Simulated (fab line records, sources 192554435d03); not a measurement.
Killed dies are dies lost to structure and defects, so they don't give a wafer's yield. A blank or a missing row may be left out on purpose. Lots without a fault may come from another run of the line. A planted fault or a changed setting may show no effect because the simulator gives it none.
fab line records | flow n5_finfet
record lots=5 wafers=14 last_day=17
route steps=1938 shown BEOL_M13@1694
lots that met no fault: from a run of the same line without faults
start_h: hours from the record's first day to the start of the lot's first wafer shown | wait_h: hours since the lot's step before | " the same as in the row above | L1.1+2: a row that stands for several wafers | - no value, or no start given | * or withheld: withheld | < > ~ a bound
route shown NAME@n: a module of which the file shows steps, and the number in the route of the first | usual: mean/standard deviation of fault-free wafers | same: alike in all rows | chamber/n: place in a boat | sites: the reading at each site | _std_site: their standard deviation | _edge_site: outer sites' mean less inner sites' | radius_mm: how far each site lies from the wafer's centre | mask NAME#n: copy n | behind: the tool/chamber that last shaped the wafer | hold: why the lot was held/for how many hours/how that ended | device: the transistor (n, p or np) that didn't switch | end of line: the same wafers' tests at the end of the route | a step without rows: its recipe alone | killed: dies lost to structure and defects at the first sort, not the wafer's yield | map: a wafer's dies, x killed, . not, _ none there
set.NAME: the setting as run; set.NAME@STEP: as run at that earlier step | model.NAME: the simulator's own value behind a step, which no gauge read
lots at some steps of the route; a table a step, a row a wafer
services: from which hour (start_h, from the record's first day; less than 0 if before it) a tool's chamber was out of use, for how many hours, and why
## steps
# step N5_BEOL_M13_ETCH_68
# recipe chemistry=N2/H2 target=SOC mask_material=SiARC source_w=3000 bias_w=350 temp_c=40 time_s=355 ion_energy_ev=200 pressure_mtorr=30 n2_flow_sccm=200 h2_flow_sccm=200
# usual bias_w=349.9/0.99 drypump_motor_current_A=5.8/0.39 oes_product_au=0.79/0.067 rf_vpp_V=524.5/2.6 showerhead_plenum_p_Torr=2.56/0.09 throttle_valve_pct=17.72/0.2
# columns lot.wafer tool chamber start_h wait_h bias_w drypump_motor_current_A oes_product_au rf_hours_counter_h rf_vpp_V showerhead_plenum_p_Torr throttle_valve_pct
L925.1 rie_diel-04 2 249.41 0.1 352.7 5.6 0.88 33 528.1 2.69 17.29
L925.4 " 0 " " 350.4 5.1 0.74 177 522.8 2.51 17.58
L925.6 " 2 " " 349.8 5.6 0.87 - 529.1 2.69 17.30
L935.1 rie_diel-05 2 301.99 0.1 350.4 5.3 0.76 146 524.4 2.56 18.09
L935.5 " 0 " " 349.7 5.9 0.86 - 524.8 2.59 17.81
L938.1 rie_diel-04 0 332.49 0.1 349.6 5.1 0.72 202 524.2 2.50 17.61
L938.2 " 3 " " 349.3 5.7 0.86 45 529.1 2.68 17.50
L938.6 " 1 " " 351.1 5.9 0.80 - 527.9 2.67 17.83
L946.2 rie_diel-05 1 364.52 0.1 350.1 6.1 0.74 167 521.2 2.43 17.85
L946.4 " 2 " " 346.8 5.3 0.74 165 524.4 2.56 18.13
L946.5 " 0 " " 349.6 5.9 0.84 - 524.6 2.58 17.85
L948.2 rie_diel-05 1 377.36 0.1 349.8 6.1 0.73 171 522.2 2.42 17.86
L948.3 " 2 " " 349.2 5.3 0.74 170 522.9 2.55 18.14
L948.5 " 0 " " 350.6 5.9 0.83 - 525.4 2.58 17.86
# step N5_BEOL_M13_STRIP_69
# recipe chemistry=N2/H2 temp_c=40 n2_flow_sccm=200 h2_flow_sccm=200 rf_frequency_hz=6e+07
# step N5_BEOL_M13_TRENCH_ETCH_34
# recipe chemistry=C4F8/O2/Ar target=SiOC target_depth_a=4134.7 mask_material=SOC pressure_mtorr=30 source_w=3000 bias_w=700 Ar_flow_sccm=400 C4F8_flow_sccm=15 O2_flow_sccm=8 he_inner_torr=15 he_outer_torr=30 time_s=162.6 ion_energy_ev=250
# usual bias_w=699.6/2.1 drypump_motor_current_A=5.8/0.39 oes_product_au=0.79/0.067 rf_vpp_V=666/3.3 showerhead_plenum_p_Torr=3.44/0.1 throttle_valve_pct=24.16/0.18
# columns lot.wafer tool chamber start_h wait_h bias_w drypump_motor_current_A oes_product_au rf_hours_counter_h rf_vpp_V showerhead_plenum_p_Torr throttle_valve_pct
L925.1 rie_diel-04 2 249.63 0.0 698.2 5.6 0.88 33 671 3.62 23.87
L925.4 " 0 " " 696.1 5.1 0.73 177 665 3.41 24.16
L925.6 " 2 " " 699.2 5.6 0.87 - 670 3.62 23.86
L935.1 rie_diel-05 2 302.21 0.0 697.9 5.3 0.76 146 667 3.40 24.33
L935.5 " 0 " " 698.2 5.9 0.86 - 667 3.46 24.17
L938.1 rie_diel-04 0 332.71 0.0 702.3 5.1 0.72 202 663 3.40 24.19
L938.2 " 3 " " 701.6 5.7 0.87 45 671 3.60 24.03
L938.6 " 1 " " 701.8 5.8 0.79 - 671 3.57 24.26
L946.2 rie_diel-05 1 364.74 0.0 701.0 6.1 0.74 167 661 3.30 24.46
L946.4 " 2 " " 696.2 5.3 0.74 166 665 3.39 24.38
L946.5 " 0 " " 701.3 5.9 0.84 - 667 3.45 24.20
L948.2 rie_diel-05 1 377.58 0.0 700.6 6.1 0.73 171 661 3.30 24.48
L948.3 " 2 " " 699.6 5.3 0.75 170 665 3.39 24.39
L948.5 " 0 " " 700.9 5.9 0.83 - 667 3.45 24.19
# step N5_BEOL_M13_STRIP_70
# recipe chemistry=C4F8/O2/Ar resist=SiARC rf_frequency_hz=6e+07
# step N5_BEOL_M13_OCD_MEAS_35
# usual trench_depth_nm=416/5.5
# columns lot.wafer tool chamber start_h wait_h trench_depth_nm
L925.1 ocd-02 - 249.80 0.0 421
L925.4 " - " " 413
L925.6 " - " " 420
L935.1 ocd-01 - 302.39 0.0 413
L935.5 " - " " 412
L938.1 ocd-02 - 332.88 0.0 414
L938.2 " - " " 429
L938.6 " - " " 410
L946.2 ocd-02 - 364.92 0.0 412
L946.4 " - " " 416
L946.5 " - " " 414
L948.2 ocd-01 - 377.76 0.0 414
L948.3 " - " " 417
L948.5 " - " " 414
# step N5_BEOL_M13_STRIP_37
# recipe chemistry=N2/H2 power_w=1000 temp_c=250 h2_frac=0.65 overash_fraction=0.3 pressure_mtorr=withheld n2_flow_sccm=1750 h2_flow_sccm=3250
# usual drypump_motor_current_A=5.9/0.52 heater_power_w=350/10 oes_product_au=0.784/0.011
# columns lot.wafer tool chamber start_h wait_h drypump_motor_current_A heater_power_w oes_product_au rf_hours_counter_h
L925.1 plasma_asher-02 0 249.84 0.0 5.3 358 0.781 72
L925.4 " 0 " " 5.2 359 0.791 -
L925.6 " 0 " " 5.2 353 0.768 -
L935.1 plasma_asher-01 1 302.42 0.0 6.0 354 0.803 130
L935.5 " 1 " " 6.0 352 0.777 -
L938.1 plasma_asher-02 0 332.92 0.0 5.2 360 0.789 89
L938.2 " 1 " " 5.2 367 0.778 89
L938.6 " 0 " " 5.3 357 0.801 -
L946.2 plasma_asher-01 0 364.96 0.0 6.5 344 0.771 141
L946.4 " 0 " " 6.5 341 0.773 -
L946.5 " 1 " " 6.1 353 0.783 -
L948.2 plasma_asher-01 0 377.80 0.0 6.4 349 0.778 143
L948.3 " 0 " " 6.4 349 0.797 -
L948.5 " 0 " " 6.5 331 0.783 -
# step N5_BEOL_M13_ETCH_38
# recipe chemistry=CF4/N2 target=SiCN target_depth_a=675 taper_deg=2 time_s=71.9 ion_energy_ev=150 mask_material=SiO2 pressure_mtorr=40 source_w=430 bias_w=70 Ar_flow_sccm=100 cf4_flow_sccm=60 n2_flow_sccm=60
# step N5_BEOL_M13_PRECLEAN_39
# recipe chemistry=residue_remover time_s=60 temp_c=40
# step N5_BEOL_M13_SRD_40
# recipe time_s=30 temp_c=23 rinse_liquid=diw dry=n2_spin spin_rpm=1500 dry_time_s=30
# step N5_BEOL_M13_DEGAS_41
# recipe ambient=vacuum temp_c=250 time_s=60
# step N5_BEOL_M13_PRE_CLEAN_42
# recipe gas=H2/He time_s=30 temp_c=250
# step N5_BEOL_M13_SPUTTER_43
# recipe material=TaN target_thk_a=150 temp_c=50 bias_v=168.6 power_w=15000 chamber_pressure_pa=0.12 time_s=24.19
# usual cathode_dc_power_W=15000/2.7 throttle_valve_pct=30.1/0.66
# columns lot.wafer tool chamber start_h wait_h cathode_dc_power_W throttle_valve_pct
L925.1 pvd_sputter-02 - 250.75 0.0 14998 30.2
L925.4 " - " " 15001 29.2
L925.6 " - " " 14996 29.3
L935.1 pvd_sputter-03 - 304.28 0.0 14994 30.9
L935.5 " - " " 15002 30.2
L938.1 pvd_sputter-01 - 333.29 0.0 14997 30.7
L938.2 " - " " 14998 30.4
L938.6 " - " " 15001 30.2
L946.2 pvd_sputter-03 - 368.18 0.0 14998 30.5
L946.4 " - " " 15002 28.9
L946.5 " - " " 14999 30.6
L948.2 pvd_sputter-03 - 382.00 0.0 14999 30.7
L948.3 " - " " 14996 28.5
L948.5 " - " " 15000 30.7
# step N5_BEOL_M13_SPUTTER_44
# recipe material=Ta target_thk_a=100 temp_c=50 bias_v=80 power_w=15000 chamber_pressure_pa=0.07 time_s=16.13
# usual cathode_dc_power_W=15000/2.5 throttle_valve_pct=30.1/0.65
# columns lot.wafer tool chamber start_h wait_h cathode_dc_power_W throttle_valve_pct model.Ta_of_BEOL_M13_SPUTTER_44.thk_nm
L925.1 pvd_sputter-02 - 250.83 0.0 14999 30.2 10
L925.4 " - " " 14998 29.0 9.8
L925.6 " - " " 14997 29.2 9.8
L935.1 pvd_sputter-03 - 304.36 0.0 15002 30.9 10
L935.5 " - " " 14993 30.1 7.4
L938.1 pvd_sputter-01 - 333.37 0.0 14999 30.9 10.4
L938.2 " - " " 15002 30.6 10.2
L938.6 " - " " 15000 29.9 10.2
L946.2 pvd_sputter-03 - 368.26 0.0 14998 30.8 10
L946.4 " - " " 14999 28.6 9.8
L946.5 " - " " 14998 30.7 10
L948.2 pvd_sputter-03 - 382.08 0.0 14997 30.6 9.8
L948.3 " - " " 15002 28.7 9.8
L948.5 " - " " 15002 30.5 10
# step N5_BEOL_M13_SPUTTER_45
# recipe material=Cu target_thk_a=800 temp_c=-20 bias_v=60 power_w=26000 chamber_pressure_pa=0.13 time_s=13.33
# usual cathode_dc_power_W=26001/4.7 throttle_valve_pct=30.1/0.64
# columns lot.wafer tool chamber start_h wait_h cathode_dc_power_W throttle_valve_pct
L925.1 pvd_sputter-02 - 250.91 0.0 26003 30.3
L925.4 " - " " 25998 29.2
L925.6 " - " " 26001 29.0
L935.1 pvd_sputter-03 - 304.44 0.0 26000 30.4
L935.5 " - " " 25998 29.7
L938.1 pvd_sputter-01 - 333.45 0.0 26007 30.3
L938.2 " - " " 25993 30.6
L938.6 " - " " 26009 30.0
L946.2 pvd_sputter-03 - 368.34 0.0 25998 30.7
L946.4 " - " " 26004 28.3
L946.5 " - " " 26002 30.7
L948.2 pvd_sputter-03 - 382.16 0.0 26000 30.6
L948.3 " - " " 25997 28.6
L948.5 " - " " 25995 30.8
# step N5_BEOL_M13_ECD_47
# recipe material=Cu target_thk_a=9360
# step N5_BEOL_M13_ANNEAL_48
# recipe temp_c=225 time_s=90 ambient=N2
# step N5_BEOL_M13_CMP_49
# recipe stop_on=SiOC t_overpolish_s=17.1 down_force_psi=1 platen_rpm=50 clearing_platen_down_force_psi=1.5 clearing_platen_rpm=50 post_cmp_clean=cu_alkaline target_thk_nm=420 clearing_platen_pad_velocity_m_s=0.99484 pad_velocity_m_s=0.99484
# usual barrier_field_endpoint_s=30.4/0.81 motor_current_A=5.9/0.59 retaining_ring_pressure_frac=1.000/0.0052
# columns lot.wafer tool chamber start_h wait_h barrier_field_endpoint_s motor_current_A retaining_ring_pressure_frac
L925.1 cmp-04 2 251.71 0.3 31.3 5.9 0.995
L925.4 " 1 " " 29.4 6.1 1.012
L925.6 " 3 " " 29.7 4.8 0.998
L935.1 cmp-01 1 305.02 0.3 30.8 5.9 0.997
L935.5 " 1 " " 27.8 5.6 0.996
L938.2 cmp-01 3 334.02 0.2 31.5 6.1 1.011
L938.1 " 0 " " 31.3 5.4 0.993
L938.6 " 3 " " 31.9 5.8 1.003
L946.2 cmp-01 1 368.99 0.3 30.1 5.8 0.996
L946.4 " 2 " " 28.6 6.0 1.011
L946.5 " 0 " " 29.8 5.6 0.997
L948.3 cmp-03 2 382.73 0.2 29.9 6.8 1.002
L948.2 " 3 " " 30.2 6.8 0.999
L948.5 " 2 " " 29.6 6.6 0.993
# step N5_BEOL_M13_THK_MEAS_50
# recipe thk_meas_gauge=xrf reads=Cu_of_BEOL_M13_ECD_47
# usual M13_THK=417/7.7
# columns lot.wafer tool chamber start_h wait_h M13_THK[nm]
L925.1 film_metro-02 - 252.01 - 426
L925.4 " - " " 415
L925.6 " - " " 423
L935.1 film_metro-02 - 305.31 - 417
L935.5 " - " " 420
L938.1 film_metro-02 - 334.32 - 417
L938.2 " - " " 438
L938.6 " - " " 420
L946.2 film_metro-01 - 369.21 - 406
L946.4 " - " " 408
L946.5 " - " " 410
L948.2 film_metro-01 - 383.03 - 410
L948.3 " - " " 412
L948.5 " - " " 406
## services
# columns tool chamber start_h hours kind
cmp-04 - 225.62 4.0 pm
cmp-04 - 229.62 - consumable_replace:conditioner
cmp-04 - 229.62 - consumable_replace:pad
rie_diel-04 2 233.69 4.1 repair
cmp-03 - 245.88 0.4 repair
rie_diel-04 2 252.40 19.3 repair
cmp-04 - 264.91 0.9 repair
cmp-01 - 265.48 1.2 repair
rie_diel-05 3 276.30 - clean
rie_diel-05 3 276.30 - consumable_replace:focus_ring
rie_diel-05 3 276.30 31.9 scheduled_down
rie_diel-05 3 276.30 31.9 vent_cycle
plasma_asher-02 - 304.25 0.7 repair
cmp-04 - 316.35 4.8 pm
cmp-01 - 327.64 3.1 repair
cmp-04 - 337.47 0.8 repair
rie_diel-04 0 346.38 11.2 repair
cmp-01 - 350.40 4.0 pm
plasma_asher-01 - 353.44 7.5 repair
cmp-01 - 354.40 - consumable_replace:conditioner
cmp-01 - 354.40 - consumable_replace:pad
plasma_asher-01 - 365.65 1.0 repair
rie_diel-04 3 371.15 9.9 repair
cmp-01 - 379.13 1.4 repair
## key
first_sign step=N5_BEOL_M13_CMP_49 reading=barrier_field_endpoint_s direction=down sigmas=3.2 usual=30.4 struck=27.8
effect none on later readings
model_effect step=N5_BEOL_M13_SPUTTER_44 value=Ta_of_BEOL_M13_SPUTTER_44.thk_nm without=10 struck=7.4
met_at N5_BEOL_M13_SPUTTER_44
struck_wafers L935.5
fault kind=process_parameter_drift tool=pvd_sputter-03 chamber=- onset_h=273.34 steps=N5_BEOL_M13_SPUTTER_44 channel=time_s offset=* shape=step end_h=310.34 scope=struck_wafers_only acts_in=* stated=*
